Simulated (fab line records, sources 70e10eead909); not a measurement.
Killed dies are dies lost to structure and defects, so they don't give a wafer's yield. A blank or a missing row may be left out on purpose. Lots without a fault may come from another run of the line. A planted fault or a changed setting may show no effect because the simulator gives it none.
Chamber matching | flow nand_harc | NHARC_A_WL_FILL_ALD_19 on ald_metal-01: 4 sister chambers
The step deposits TiN, target thk 2 nm, pulse time 3 s, ald cycles 100. 8 wafers are shown with their chamber, then 9 later ones without.

WAFERS WITH THEIR CHAMBER
wafer  | chamber | heater_power_w (W) | precursor_pulse_height_rel
L081.5 | 1       | 1121               | 1.030
L083.3 | 1       | 1116               | 0.988
L083.5 | 0       | 1106               | 1.032
L086.3 | 3       | 969                | 0.984
L086.6 | 3       | 986                | 1.020
L087.2 | 0       | 1121               | 0.968
L087.3 | 2       | 1018               | 0.971
L087.5 | 2       | 1005               | 1.002

WAFERS WITHOUT THEIR CHAMBER
wafer  | heater_power_w (W) | precursor_pulse_height_rel
L088.2 | 1005               | 1.006
L088.3 | 1144               | 0.961
L088.6 | 1113               | 0.985
L089.2 | 1116               | 1.022
L089.3 | 1022               | 1.037
L089.4 | 1095               | 1.035
L096.1 | 1021               | 0.990
L096.3 | 1131               | 1.004
L096.5 | 1038               | 1.023

WHICH CHAMBER EACH WENT THROUGH
wafer  | from the rows above     | in truth
L088.2 | 2                       | 2
L088.3 | can't be placed: 1 or 0 | 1
L088.6 | can't be placed: 0 or 1 | 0
L089.2 | can't be placed: 1 or 0 | 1
L089.3 | 2                       | 2
L089.4 | can't be placed: 0 or 1 | 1
L096.1 | 2                       | 2
L096.3 | can't be placed: 1 or 0 | 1
L096.5 | 2                       | 2
Placed correctly: 4 of 9. Can't be placed from these rows: 5 (the true chamber is among the candidates in 5). Placed wrongly: 0.
How it was worked out, from the rows above alone: a wafer's distance from a chamber is the root of the sum, over the readings, of the square of ((its reading less the chamber's mean) divided by the reading's scatter). The wafer belongs to the nearest chamber; if the next one is less than 2 further off, it can't be placed. A chamber's mean is the mean of its shown wafers. The scatter: the root of (the sum of the squares of (reading less its chamber's mean) over the shown wafers, divided by (wafers less chambers)).
